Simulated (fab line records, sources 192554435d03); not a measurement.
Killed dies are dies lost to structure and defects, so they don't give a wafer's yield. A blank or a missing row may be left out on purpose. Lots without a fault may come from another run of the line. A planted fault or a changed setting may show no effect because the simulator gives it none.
fab line records | flow n5_finfet
record lots=4 wafers=12 last_day=18
route steps=1938 shown BEOL_M0_SAQP@686 BEOL_M0_CUTY@701 BEOL_M0@715 BEOL_M4@1111
lots that met no fault: from a run of the same line without faults
start_h: hours from the record's first day to the start of the lot's first wafer shown | wait_h: hours since the lot's step before | " the same as in the row above | L1.1+2: a row that stands for several wafers | - no value, or no start given | * or withheld: withheld | < > ~ a bound
route shown NAME@n: a module of which the file shows steps, and the number in the route of the first | usual: mean/standard deviation of fault-free wafers | same: alike in all rows | chamber/n: place in a boat | sites: the reading at each site | _std_site: their standard deviation | _edge_site: outer sites' mean less inner sites' | radius_mm: how far each site lies from the wafer's centre | mask NAME#n: copy n | behind: the tool/chamber that last shaped the wafer | hold: why the lot was held/for how many hours/how that ended | device: the transistor (n, p or np) that didn't switch | end of line: the same wafers' tests at the end of the route | a step without rows: its recipe alone | killed: dies lost to structure and defects at the first sort, not the wafer's yield | map: a wafer's dies, x killed, . not, _ none there
set.NAME: the setting as run; set.NAME@STEP: as run at that earlier step | model.NAME: the simulator's own value behind a step, which no gauge read
lots at some steps of the route; a table a step, a row a wafer
services: from which hour (start_h, from the record's first day; less than 0 if before it) a tool's chamber was out of use, for how many hours, and why
## steps
# step N5_BEOL_M0_SAQP_EXPOSE_37
# recipe mask_id=M0_CUT1 na=0.33 source_shape=annular sigma_inner=0.35 sigma_outer=0.8 polarization=unpolarized target_cd_nm=30 dose_mj=44.75
# step N5_BEOL_M0_SAQP_PEB_38
# recipe peb_temp_c=100 peb_time_s=60 resist=CAR-EUV
# step N5_BEOL_M0_SAQP_DEVELOP_39
# recipe develop_time_s=30 developer=TMAH resist=CAR-EUV rinse_liquid=surfactant_rinse dry=air_spin dev_temp_c=23
# step N5_BEOL_M0_SAQP_DESCUM_45
# recipe chemistry=O2 time_s=7 source_power_w=50 bias_power_w=20 pressure_mtorr=20 rf_frequency_hz=2.712e+07 temp_c=40 resist=CAR-EUV o2_flow_sccm=225
# step N5_BEOL_M0_SAQP_ETCH_88
# recipe chemistry=N2/H2 target=underlayer target_depth_a=65 time_s=5.2 ion_energy_ev=200 mask_material=CAR-EUV pressure_mtorr=30 source_w=840 bias_w=150 n2_flow_sccm=200 h2_flow_sccm=200 ends=cleared
# step N5_BEOL_M0_SAQP_ETCH_73
# recipe chemistry=CF4 target=SiARC target_depth_a=195 mask_material=CAR-EUV time_s=32.5 ion_energy_ev=80 pressure_mtorr=40 source_w=545 bias_w=36 Ar_flow_sccm=100 cf4_flow_sccm=100 ends=cleared
# step N5_BEOL_M0_SAQP_CUT_ETCH_46
# recipe chemistry=N2/H2 target=SOC target_depth_a=1350 overetch_a=270 temp_c=40 time_s=202.5 ion_energy_ev=200 mask_material=SiARC pressure_mtorr=30 source_w=840 bias_w=150 n2_flow_sccm=200 h2_flow_sccm=200
# step N5_BEOL_M0_SAQP_STRIP_74
# recipe chemistry=N2/H2 temp_c=40 n2_flow_sccm=200 h2_flow_sccm=200 rf_frequency_hz=6e+07
# step N5_BEOL_M0_SAQP_STRIP_89
# recipe chemistry=N2/H2 temp_c=40 n2_flow_sccm=200 h2_flow_sccm=200 rf_frequency_hz=6e+07
# step N5_BEOL_M0_SAQP_ALD_48
# recipe material=SiO2 target_thk_a=200 temp_c=100 ald_precursor_family=BDEAS ald_co_reactant=O2-plasma pulse_time_s=1 co_reactant_pulse_time_s=1 purge_time_s=2 co_reactant_purge_time_s=2 ald_cycles=139 pressure_torr=2
# usual ald_cycles=139/0 heater_power_w=75/8 precursor_pulse_height_rel=1.001/0.019
# same pulse_time_s=1
# columns lot.wafer tool chamber start_h wait_h ald_cycles heater_power_w precursor_pulse_height_rel model.SiO2_of_BEOL_M0_SAQP_ALD_48.thk_nm
L409.1 ald_sin-03 0 125.66 0.1 139 88 1.000 20
L409.3 " 1 " " 139 74 1.005 20
L409.4 " 1 " " 139 74 0.988 20
L416.2 ald_sin-03 1 164.88 0.0 169 73 0.946 24.2
L416.4 " 2 " " 139 84 1.000 20
L416.6 " 1 " " 139 74 0.978 20
L419.2 ald_sin-03 0 188.40 0.0 169 89 1.007 24.2
L419.5 " 0 " " 139 88 0.977 20
L419.6 " 1 " " 139 73 1.003 20
L429.2 ald_sin-04 0 247.37 0.1 139 58 0.997 20.2
L429.3 " 2 " " 139 72 1.010 20.2
L429.6 " 2 " " 139 70 1.008 20.4
# step N5_BEOL_M0_SAQP_ETCH_49
# recipe chemistry=CF4/O2 target_depth_a=370 target=SiO2 pressure_mtorr=40 source_w=535 bias_w=49 Ar_flow_sccm=100 cf4_flow_sccm=100 O2_flow_sccm=10 ion_energy_ev=100
# step N5_BEOL_M0_SAQP_STRIP_75
# recipe chemistry=CF4 resist=SiARC power_w=300 bias_power_w=75 pressure_mtorr=50 cf4_flow_sccm=150 rf_frequency_hz=6e+07
# step N5_BEOL_M0_CUTY_COAT_50
# recipe resist=SiARC temp_c=220 time_s=60 spin_rpm=1500 resist_thk_nm=15
# step N5_BEOL_M0_CUTY_COAT_51
# recipe resist=CAR-ArF-block spin_rpm=1500 resist_thk_nm=150
# step N5_BEOL_M0_CUTY_EBR_52
# recipe solvent=PGMEA ebr_width_mm=1.5
# step N5_BEOL_M0_CUTY_SOFTBAKE_53
# recipe temp_c=110 time_s=60 resist=CAR-ArF-block
# step N5_BEOL_M0_CUTY_EXPOSE_54
# recipe mask_id=M0_ABLK na=1.35 source_shape=conventional sigma_outer=0.8 polarization=unpolarized dose_mj=36
# step N5_BEOL_M0_CUTY_PEB_55
# recipe peb_temp_c=110 peb_time_s=60 resist=CAR-ArF-block
# step N5_BEOL_M0_CUTY_DEVELOP_56
# recipe develop_time_s=30 developer=TMAH resist=CAR-ArF-block rinse_liquid=diw dry=air_spin dev_temp_c=23
# step N5_BEOL_M0_CUTY_DESCUM_61
# recipe chemistry=O2 time_s=7.9 source_power_w=50 bias_power_w=20 pressure_mtorr=20 rf_frequency_hz=2.712e+07 temp_c=40 resist=CAR-ArF-block o2_flow_sccm=225
# step N5_BEOL_M0_CUTY_ETCH_62
# recipe chemistry=CF4 target=SiARC mask_material=CAR-ArF-block time_s=58.5 ion_energy_ev=80 pressure_mtorr=40 source_w=545 bias_w=36 Ar_flow_sccm=100 cf4_flow_sccm=100 ends=cleared
# step N5_BEOL_M0_CUTY_ETCH_63
# recipe chemistry=N2/H2 target=SOC target_depth_a=827 overetch_a=165 mask_material=SiARC temp_c=40 ion_energy_ev=200 time_s=124 pressure_mtorr=30 source_w=840 bias_w=150 n2_flow_sccm=200 h2_flow_sccm=200
# step N5_BEOL_M0_CUTY_STRIP_64
# recipe chemistry=N2/H2 temp_c=40 n2_flow_sccm=200 h2_flow_sccm=200 rf_frequency_hz=6e+07
# step N5_BEOL_M0_ETCH_138
# recipe chemistry=CH3F/O2 target_depth_a=120 target=SiCN time_s=31.6 ion_energy_ev=120 pressure_mtorr=30 source_w=395 bias_w=75 Ar_flow_sccm=150 CH3F_flow_sccm=30 O2_flow_sccm=20 ends=cleared
# step N5_BEOL_M0_HM_OPEN_105
# recipe chemistry=Cl2/BCl3 target_depth_a=120 target=TiN ion_energy_ev=150 pressure_mtorr=10 icp_w=1000 bias_w=126 Cl2_flow_sccm=53.25 bcl3_flow_sccm=21.75 Ar_flow_sccm=25
# step N5_BEOL_M0_STRIP_140
# recipe chemistry=CF4 resist=SiARC power_w=300 bias_power_w=75 pressure_mtorr=50 cf4_flow_sccm=150 rf_frequency_hz=6e+07
# usual drypump_motor_current_A=5.8/0.45 oes_product_au=0.83/0.082 rf_vpp_V=271.4/1.6 showerhead_plenum_p_Torr=1.81/0.061 throttle_valve_pct=13.48/0.25
# columns lot.wafer tool chamber start_h wait_h drypump_motor_current_A oes_product_au rf_hours_counter_h rf_vpp_V showerhead_plenum_p_Torr throttle_valve_pct model.SiO2_of_BEOL_M0_SAQP_ALD_48.thk_nm
L409.1 rie_diel-05 2 129.49 0.6 6.5 0.70 224 272.0 1.85 13.99 11.6
L409.3 " 1 " " 5.6 0.87 29 269.3 1.76 13.48 11
L409.4 " 3 " " 5.2 0.92 17 273.3 1.92 13.43 12.4
L416.2 rie_diel-05 3 166.50 0.1 5.2 0.88 30 273.3 1.92 13.46 13
L416.4 " 1 " " 5.6 0.85 42 270.2 1.76 13.50 12
L416.6 " 2 " " 6.5 0.69 - 271.8 1.85 14.00 11.4
L419.2 rie_diel-05 2 191.14 0.2 6.5 0.68 245 271.4 1.85 14.06 13
L419.5 " 2 " " 6.5 0.69 - 272.8 1.85 14.04 11.6
L419.6 " 1 " " 5.6 0.83 - 271.7 1.76 13.54 10.8
L429.2 rie_diel-02 0 250.21 0.2 5.8 0.70 216 269.2 1.70 13.67 10
L429.3 " 1 " " 5.3 0.82 80 273.5 1.81 13.53 10.6
L429.6 " 2 " " 6.2 0.78 - 272.1 1.87 13.40 10.4
# step N5_BEOL_M0_STRIP_104
# recipe chemistry=N2/H2 power_w=450 temp_c=40 pressure_mtorr=20 rf_frequency_hz=6e+07 overash_fraction=0.3 bias_power_w=7 h2_frac=0.5 n2_flow_sccm=200 h2_flow_sccm=200
# step N5_BEOL_M4_RC_MEAS_101
# usual DIBL_N=36.2/1.6 DIBL_P=36.5/1.9 IOFF_N=0.158/0.027 IOFF_P=0.21/0.038 ION_N=675/12 ION_P=464/8.9 SS_N=71.5/0.61 SS_P=73.4/0.59 VT_N=250.4/3 VT_P=-250/3.6
# columns lot.wafer tool chamber start_h wait_h DIBL_N[mV/V] DIBL_P[mV/V] IOFF_N[nA/um] IOFF_P[nA/um] ION_N[uA/um] ION_P[uA/um] SS_N[mV/dec] SS_P[mV/dec] VT_N[mV] VT_P[mV]
L409.1 prober-01 0 170.19 0.0 34.6 34.5 0.125 0.17 661 456 70.9 73.1 255.4 -257
L409.3 " 0 " " 33.8 33.2 0.115 0.16 659 455 71.0 73.3 254.6 -254
L409.4 " 0 " " 35.7 35.9 0.150 0.20 672 460 71.4 73.8 250.0 -252
L416.2 prober-02 0 219.14 0.2 33.5 33.8 0.121 0.16 666 456 71.6 73.7 253.3 -253
L416.4 " 0 " " 37.5 40.1 0.211 0.26 686 471 71.5 74.4 246.2 -247
L416.6 " 0 " " 36.1 37.4 0.163 0.22 684 467 71.0 73.6 250.5 -250
L419.2 prober-02 0 251.92 0.2 37.5 36.8 0.179 0.19 681 457 71.9 73.6 247.8 -254
L419.5 " 0 " " 36.1 36.3 0.158 0.19 672 458 71.3 73.7 247.3 -254
L419.6 " 0 " " 38.3 38.2 0.206 0.22 679 458 71.7 73.7 246.7 -253
L429.2 prober-02 0 320.73 0.2 32.1 32.0 0.105 0.19 649 463 69.8 72.3 255.3 -249
L429.3 " 0 " " 34.7 35.8 0.149 0.24 675 474 71.5 73.7 248.6 -242
L429.6 " 0 " " 35.4 36.2 0.154 0.25 672 472 72.1 73.5 249.7 -245
## services
# columns tool chamber start_h hours kind
ald_sin-04 - 112.99 6.1 pm
rie_diel-02 3 113.81 - clean
rie_diel-02 3 113.81 - consumable_replace:focus_ring
rie_diel-05 2 206.62 - clean
rie_diel-05 2 206.62 - consumable_replace:focus_ring
rie_diel-05 2 206.62 23.4 scheduled_down
rie_diel-05 2 206.62 23.4 vent_cycle
ald_sin-04 - 210.37 2.8 pm
ald_sin-04 - 219.39 0.8 repair
## key
first_sign step=N5_BEOL_M0_SAQP_ALD_48 reading=ald_cycles direction=up sigmas=99+ usual=* struck=*
effect none on later readings
model_effect step=N5_BEOL_M0_SAQP_ALD_48 value=SiO2_of_BEOL_M0_SAQP_ALD_48.thk_nm without=20 struck=24.2
model_effect step=N5_BEOL_M0_STRIP_140 value=SiO2_of_BEOL_M0_SAQP_ALD_48.thk_nm without=10.6 struck=13
met_at N5_BEOL_M0_SAQP_ALD_48
struck_wafers L416.2,L419.2
onset_between 125.66 164.88
fault kind=process_parameter_drift tool=ald_sin-03 chamber=- onset_h=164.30 steps=N5_BEOL_M0_SAQP_ALD_48 channel=ald_cycles offset=* shape=step end_h=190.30 scope=struck_wafers_only acts_in=* stated=*
